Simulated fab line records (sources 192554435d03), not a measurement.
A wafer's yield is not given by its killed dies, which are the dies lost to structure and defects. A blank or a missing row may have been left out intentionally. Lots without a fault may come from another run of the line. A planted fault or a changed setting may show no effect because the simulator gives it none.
Split-lot study :: flow n5Finfet :: on a route of 1938 steps: 7 lots, 21 wafers read

ON THE SPLIT
At N5_BEOL_M1_ILD_DEP_00 (deposits SiOC from DEMS/O2, target thk 79 nm, time 15.3 s), the setting timeS was moved away from the recipe's 15.3 s on 4 of the 21 wafers read, by -12.2% to +13.2%. This setting was run at the recipe's value on the other wafers.

Split to reading: the file shows no intervening step.

THE READING
M1_ILD_THK in nanometres, read at N5_BEOL_M1_THK_MEAS_01. Fault-free wafers of this fab line usually give 79.0 nm, standard deviation 0.96 nm.

wafer: L078.2
tool, chamber at the split: pecvd-01, 2
timeS as run, s: 13.44
against the recipe: -12.2%
M1_ILD_THK, nm: 68.7
against lot-mates on the recipe: -12.3

wafer: L078.4
tool, chamber at the split: pecvd-01, 0
timeS as run, s: 15.3
against the recipe: recipe
M1_ILD_THK, nm: 81.0
against lot-mates on the recipe: -

wafer: L078.5
tool, chamber at the split: pecvd-01, 2
timeS as run, s: 13.44
against the recipe: -12.2%
M1_ILD_THK, nm: 69.4
against lot-mates on the recipe: -11.6

wafer: L080.1
tool, chamber at the split: pecvd-02, 1
timeS as run, s: 15.3
against the recipe: recipe
M1_ILD_THK, nm: 78.2
against lot-mates on the recipe: -

wafer: L080.4
tool, chamber at the split: pecvd-02, 1
timeS as run, s: 15.3
against the recipe: recipe
M1_ILD_THK, nm: 79.6
against lot-mates on the recipe: -

wafer: L080.6
tool, chamber at the split: pecvd-02, 0
timeS as run, s: 14.53
against the recipe: -5.0%
M1_ILD_THK, nm: 76.1
against lot-mates on the recipe: -2.8

wafer: L083.2
tool, chamber at the split: pecvd-01, 0
timeS as run, s: 15.3
against the recipe: recipe
M1_ILD_THK, nm: 80.1
against lot-mates on the recipe: -

wafer: L083.3
tool, chamber at the split: pecvd-01, 1
timeS as run, s: 15.3
against the recipe: recipe
M1_ILD_THK, nm: 79.2
against lot-mates on the recipe: -

wafer: L083.6
tool, chamber at the split: pecvd-01, 2
timeS as run, s: 15.3
against the recipe: recipe
M1_ILD_THK, nm: 80.3
against lot-mates on the recipe: -

wafer: L084.1
tool, chamber at the split: pecvd-01, 1
timeS as run, s: 17.32
against the recipe: +13.2%
M1_ILD_THK, nm: 88.4
against lot-mates on the recipe: +9.2

wafer: L084.3
tool, chamber at the split: pecvd-01, 0
timeS as run, s: 15.3
against the recipe: recipe
M1_ILD_THK, nm: 78.7
against lot-mates on the recipe: -

wafer: L084.4
tool, chamber at the split: pecvd-01, 1
timeS as run, s: 15.3
against the recipe: recipe
M1_ILD_THK, nm: 79.7
against lot-mates on the recipe: -

wafer: L087.3
tool, chamber at the split: pecvd-01, 1
timeS as run, s: 15.3
against the recipe: recipe
M1_ILD_THK, nm: 78.2
against lot-mates on the recipe: -

wafer: L087.4
tool, chamber at the split: pecvd-01, 1
timeS as run, s: 15.3
against the recipe: recipe
M1_ILD_THK, nm: 79.4
against lot-mates on the recipe: -

wafer: L087.6
tool, chamber at the split: pecvd-01, 2
timeS as run, s: 15.3
against the recipe: recipe
M1_ILD_THK, nm: 78.4
against lot-mates on the recipe: -

wafer: L095.1
tool, chamber at the split: pecvd-04, 1
timeS as run, s: 15.3
against the recipe: recipe
M1_ILD_THK, nm: 79.0
against lot-mates on the recipe: -

wafer: L095.3
tool, chamber at the split: pecvd-04, 0
timeS as run, s: 15.3
against the recipe: recipe
M1_ILD_THK, nm: 77.8
against lot-mates on the recipe: -

wafer: L095.6
tool, chamber at the split: pecvd-04, 0
timeS as run, s: 15.3
against the recipe: recipe
M1_ILD_THK, nm: 80.2
against lot-mates on the recipe: -

wafer: L097.4
tool, chamber at the split: pecvd-02, 0
timeS as run, s: 15.3
against the recipe: recipe
M1_ILD_THK, nm: 78.9
against lot-mates on the recipe: -

wafer: L097.5
tool, chamber at the split: pecvd-02, 1
timeS as run, s: 15.3
against the recipe: recipe
M1_ILD_THK, nm: 79.1
against lot-mates on the recipe: -

wafer: L097.6
tool, chamber at the split: pecvd-02, 2
timeS as run, s: 15.3
against the recipe: recipe
M1_ILD_THK, nm: 79.0
against lot-mates on the recipe: -

THE FIT
A straight line over all 21 wafers: M1_ILD_THK changes by +0.773 nm for each +1% of timeS; r = +0.98; the points scatter about the line by 0.88 nm.
The same after taking each lot's own level away (the mean of its wafers on the recipe; 21 wafers): +0.855 nm for each +1%; r = +0.98; scatter 0.94 nm.
Per that fit: largest timeS move, reading shift of 11 nm.
From 78.67 to 81.00 nm: that is the span of the lots' own levels, equal to 2.4 times the standard deviation above.
Hence the lot-to-lot level has little effect on the slope; both slopes agree.
Check: +12.7 nm against its lot-mates is what the line predicts for one of the wafers moved furthest among these (+13.2%) when that wafer is left out of the fit. Against them it came out at +9.2 nm.

THE OTHER SPLITS THESE WAFERS WENT THROUGH
Other splits were also applied to these wafers ahead of the reading. Each is held against what the fit with the lots' levels taken away leaves over:
other split on the same wafers: N5_SDB_ETCH_17 biasW
wafers away from the commonest value: 9
r with M1_ILD_THK (lot level and that fit taken away): -0.04

other split on the same wafers: N5_HKMG_FIN_NWFM_ALD_20 aldCycles
wafers away from the commonest value: 4
r with M1_ILD_THK (lot level and that fit taken away): +0.13

other split on the same wafers: N5_GATE_CUT_COAT_27 spinRpm
wafers away from the commonest value: 7
r with M1_ILD_THK (lot level and that fit taken away): -0.15

other split on the same wafers: N5_GATE_CUT_DESCUM_18 timeS
wafers away from the commonest value: 6
r with M1_ILD_THK (lot level and that fit taken away): +0.28

other split on the same wafers: N5_MOL_CONTACT_COAG_ETCH_67 sourceW
wafers away from the commonest value: 6
r with M1_ILD_THK (lot level and that fit taken away): +0.23

other split on the same wafers: N5_MOL_CONTACT_COAG_ETCHBACK_136 targetDepthA
wafers away from the commonest value: 8
r with M1_ILD_THK (lot level and that fit taken away): -0.03

other split on the same wafers: N5_BEOL_M0_CUTY_EXPOSE_54 doseMj
wafers away from the commonest value: 8
r with M1_ILD_THK (lot level and that fit taken away): -0.31

other split on the same wafers: N5_BEOL_M0_ETCH_138 sourceW
wafers away from the commonest value: 6
r with M1_ILD_THK (lot level and that fit taken away): -0.20

THE WHOLE CHAIN: every reading that the file lists as answering this split, in the file's order
step: N5_BEOL_M1_ILD_DEP_00
what it does: deposits SiOC from DEMS/O2, target thk 79 nm, time 15.3 s
reading: SiOC_of_BEOL_M1_ILD_DEP_00.thkNm (the simulator's own value, which no gauge read)
change (the file's fit): +0.808 nm for each +1% of the setting
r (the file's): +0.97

step: N5_BEOL_M1_THK_MEAS_01
what it does: 
reading: M1_ILD_THK
change (the file's fit): +0.808 for each +1% of the setting
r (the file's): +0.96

FILE'S OWN FIT
M1_ILD_THK changes by +0.808 nm for each +1% of timeS, r = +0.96.
